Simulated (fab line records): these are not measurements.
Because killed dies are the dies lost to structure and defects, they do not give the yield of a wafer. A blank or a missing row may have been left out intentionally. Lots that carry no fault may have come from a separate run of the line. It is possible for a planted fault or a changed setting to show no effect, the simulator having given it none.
A lot that was struck, set against a sound lot -- flow n5Finfet -- 18 steps out of a route of 1938
Sound: these wafers, L692.1, L692.2, L692.3. Struck: wafers L703.1, L703.4. The cause is named last.
Order at every step that has rows: each side's tool, ch and its chambers, its first start. Under that, the readings that differ: sound wafers -- struck wafers -- difference of the means -- sigmas: that difference in standard deviations of wafers without a fault.
alike: words and numbers the same on both sides, and readings whose means are apart by under 2 such deviations; not compared: readings that were withheld, readings missing a value for some wafer, numbers with overlapping values and no deviation given by the record, and bounds like >300 which may hide the same value.
The two part at a step that has a row with sigmas, a row that says differs or no value, or rows on one side only. Numbers that have no deviation but don't overlap get no sigmas and don't part them. Lack of a reading on every wafer of one side parts them only where that side has two or more wafers.

first, 5 steps without rows for these wafers: N5_SD_EPI_N_EBR_05; N5_SD_EPI_N_SOFTBAKE_04 (time 60 s); N5_SD_EPI_N_EXPOSE_06 (exposes mask SD N BLK, target cd 120 nm); N5_SD_EPI_N_PEB_07 (peb time 60 s); N5_SD_EPI_N_DEVELOP_08 (develop time 30 s).
N5_SD_EPI_N_CD_MEAS_09: the cd target is 120 nm.
  sound on cdSem-01 ch 0, day 3 20:29; struck on cdSem-03 ch 0, day 6 14:14
  alike: cdNm
N5_SD_EPI_N_OVL_MEAS_10:
  sound on overlay-02 ch 0, day 3 20:31; struck on overlay-01 ch 0, day 6 14:16
  alike: SD_N_BLK_OVL
N5_SD_EPI_N_INSPECT_11: inspects for defects (macro).
  struck on defectInspect-01, day 6 14:18; sound on defectInspect-01, day 3 20:32
  alike: rawDefectCount
N5_SD_EPI_N_DESCUM_14: chemistry O2, time 7.9 s.
  sound on rieDiel-02 ch 1,2,3, day 3 20:34; struck on rieDiel-01 ch 1,2, day 6 14:20
reading,sound,struck,difference,sigmas
drypumpMotorCurrentA (A),5.5 4.7 5.1,6.1 5.9,+0.9,+3
  alike: oesProductAu, rfVppV, showerheadPlenumPTorr, throttleValvePct
  not compared: rfHoursCounterH
N5_SD_EPI_N_ETCH_34: etches SiARC in CF4, target depth 45.5 nm, time 75.8 s.
  sound on rieDiel-02 ch 1,2,3, day 3 20:36; struck on rieDiel-01 ch 1,2, day 6 14:22
reading,sound,struck,difference,sigmas
drypumpMotorCurrentA (A),5.5 4.7 5.1,6.1 5.9,+0.9,+3
  alike: etchRfOnTimeS, mfcArSccm, oesProductAu, rfVppV, showerheadPlenumPTorr, throttleValvePct
  not compared: rfHoursCounterH
N5_SD_EPI_N_ETCH_35: etches SOC in N2/H2, overetch 108 nm, time 486 s.
  sound on rieDiel-02 ch 1,2,3, day 3 20:39; struck on rieDiel-01 ch 1,2, day 6 14:25
reading,sound,struck,difference,sigmas
drypumpMotorCurrentA (A),5.5 4.6 5.1,6.1 5.9,+0.9,+3
  alike: oesProductAu, rfVppV, showerheadPlenumPTorr, throttleValvePct
  not compared: rfHoursCounterH
then, 1 step without rows for these wafers: N5_SD_EPI_N_STRIP_36 (strips in N2/H2).
N5_SD_EPI_N_ETCHBACK_44: etches SiNx in CH3F/O2, stops on SiO2, target depth 14.5 nm.
  sound on rieDiel-02 ch 1,2,3, day 3 20:59; struck on rieDiel-01 ch 1,2, day 6 14:45
reading,sound,struck,difference,sigmas
drypumpMotorCurrentA (A),5.5 4.7 5.1,6.1 5.9,+0.9,+3
model.SiARC_of_SD_EPI_N_COAT_33.thkNm (nm),16.2 16 16.2,13.8 14.2,-2.1,
  alike: mfcArSccm, oesProductAu, rfVppV, showerheadPlenumPTorr, throttleValvePct
  not compared: rfHoursCounterH
N5_SD_EPI_N_ETCH_45: etches SiOCN in CH3F/O2, target depth 6 nm.
  sound on rieDiel-02 ch 1,2,3, day 3 21:05; struck on rieDiel-01 ch 1,2, day 6 14:51
reading,sound,struck,difference,sigmas
drypumpMotorCurrentA (A),5.5 4.7 5.1,6.1 5.9,+0.9,+3
  alike: mfcArSccm, oesProductAu, rfVppV, showerheadPlenumPTorr, throttleValvePct
  not compared: rfHoursCounterH
N5_SD_EPI_N_ETCH_16: etches SiO2 in CHF3/O2, target depth 5 nm.
  sound on rieDiel-02 ch 1,2,3, day 3 21:11; struck on rieDiel-01 ch 1,2, day 6 14:57
reading,sound,struck,difference,sigmas
drypumpMotorCurrentA (A),5.5 4.7 5.1,6.0 5.9,+0.9,+2
model.SiARC_of_SD_EPI_N_COAT_33.thkNm (nm),12.6 12.4 12.8,10.2 10.6,-2.2,
  alike: mfcArSccm, oesProductAu, rfVppV, showerheadPlenumPTorr, throttleValvePct
  not compared: rfHoursCounterH
then, 1 step without rows for these wafers: N5_SD_EPI_N_STRIP_47 (strips in CHF3/O2).
-- the record jumps here: 6 days lie between the struck wafers' starts before and after (it left off in module SD_EPI_N and takes up again in module BEOL_M4, whose first step shown is number 1111 of the route) --
N5_BEOL_M4_RC_MEAS_101:
  sound on prober-01 ch 0, day 8 19:41; struck on prober-02 ch 0, day 12 09:50
reading,sound,struck,difference,sigmas
IOFF_N (nA/um),0.115 0.177 0.138,0.177 0.210,+0.050,+3
SS_N (mV/dec),70.0 71.1 70.9,71.7 72.1,+1.2,+3
  alike: DIBL_N, DIBL_P, IOFF_P, ION_N, ION_P, SS_P, VT_N, VT_P
N5_PASSIVATION_PROBE_49:
  the record holds rows for the sound wafers here (prober-02, day 13 10:24) but none for the struck ones

== WHERE THEY PART ==
Earliest at N5_SD_EPI_N_DESCUM_14; latest, in this record, at N5_PASSIVATION_PROBE_49.

WHY: what the simulator had put in
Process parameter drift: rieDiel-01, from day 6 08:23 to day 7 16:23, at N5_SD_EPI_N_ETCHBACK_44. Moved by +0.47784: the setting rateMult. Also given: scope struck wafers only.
